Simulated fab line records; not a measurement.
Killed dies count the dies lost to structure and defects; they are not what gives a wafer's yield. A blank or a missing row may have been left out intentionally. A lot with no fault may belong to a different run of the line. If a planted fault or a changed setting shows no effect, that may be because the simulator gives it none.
Chamber matching	flow n5Finfet	4 sister chambers for N5_BEOL_M6_ETCH_65 on rieDiel-03
The step etches SiARC in CF4, target depth 15.6 nm, time 26 s. 18 wafers are shown with their chamber, then 9 later ones without.

## WAFERS, EACH WITH ITS CHAMBER
wafer	chamber	drypumpMotorCurrentA (A)	throttleValvePct (%)	oesProductAu (a.u.)
L075.3	3	5.4	15.48	0.81
L075.4	1	6.3	15.53	0.70
L075.6	3	5.5	15.47	0.80
L076.2	2	5.4	15.95	0.60
L076.3	1	6.3	15.56	0.69
L076.5	2	5.4	15.95	0.60
L079.1	0	5.8	15.43	0.83
L079.2	1	6.3	15.57	0.69
L079.3	3	5.4	15.51	0.78
L079.4	2	5.4	15.96	0.59
L079.5	3	5.5	15.52	0.78
L079.6	2	5.4	15.95	0.59
L082.1	0	5.8	15.43	0.80
L082.2	3	5.5	15.54	0.77
L082.3	1	6.3	15.58	0.68
L082.4	3	5.5	15.54	0.77
L082.5	1	6.3	15.57	0.69
L082.6	0	5.8	15.45	0.80

SIGNATURES, as means of the wafers listed above
reading	chamber 0	chamber 1	chamber 2	chamber 3	scatter within a chamber
drypumpMotorCurrentA	5.800	6.300	5.400	5.467	0.0309
throttleValvePct	15.4367	15.5620	15.9525	15.5100	0.0211
oesProductAu	0.8100	0.6900	0.5950	0.7850	0.0127
Rule: for each reading, subtract the chamber's mean from the wafer's reading, divide by that reading's scatter and square the result; add these up over the readings and take the root, which gives the wafer's distance from the chamber. If the next closest chamber is less than 2 further off than the closest, the wafer can't be placed; otherwise it belongs to the closest. The scatter: take each reading less its chamber's mean, square it, sum over the shown wafers, divide by the number of wafers less the number of chambers, and take the root.

## WAFERS WITHOUT THEIR CHAMBER
wafer	drypumpMotorCurrentA (A)	throttleValvePct (%)	oesProductAu (a.u.)
L084.2	5.8	15.46	0.78
L084.3	5.4	15.46	0.87
L084.6	5.5	15.55	0.75
L091.1	5.5	15.56	0.74
L091.2	5.8	15.50	0.76
L091.6	5.3	15.49	0.83
L090.2	5.8	15.49	0.75
L090.4	5.4	15.57	0.72
L090.5	5.8	15.49	0.75

## WHICH CHAMBER EACH WENT THROUGH
wafer	from the rows above	in truth
L084.2	0	0
L084.3	3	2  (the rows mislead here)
L084.6	3	3
L091.1	3	3
L091.2	0	0
L091.6	3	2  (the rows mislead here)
L090.2	0	0
L090.4	3	3
L090.5	0	0
Correct placement for 7 of the 9. Not placeable from these rows: 0. Wrongly placed: 2.
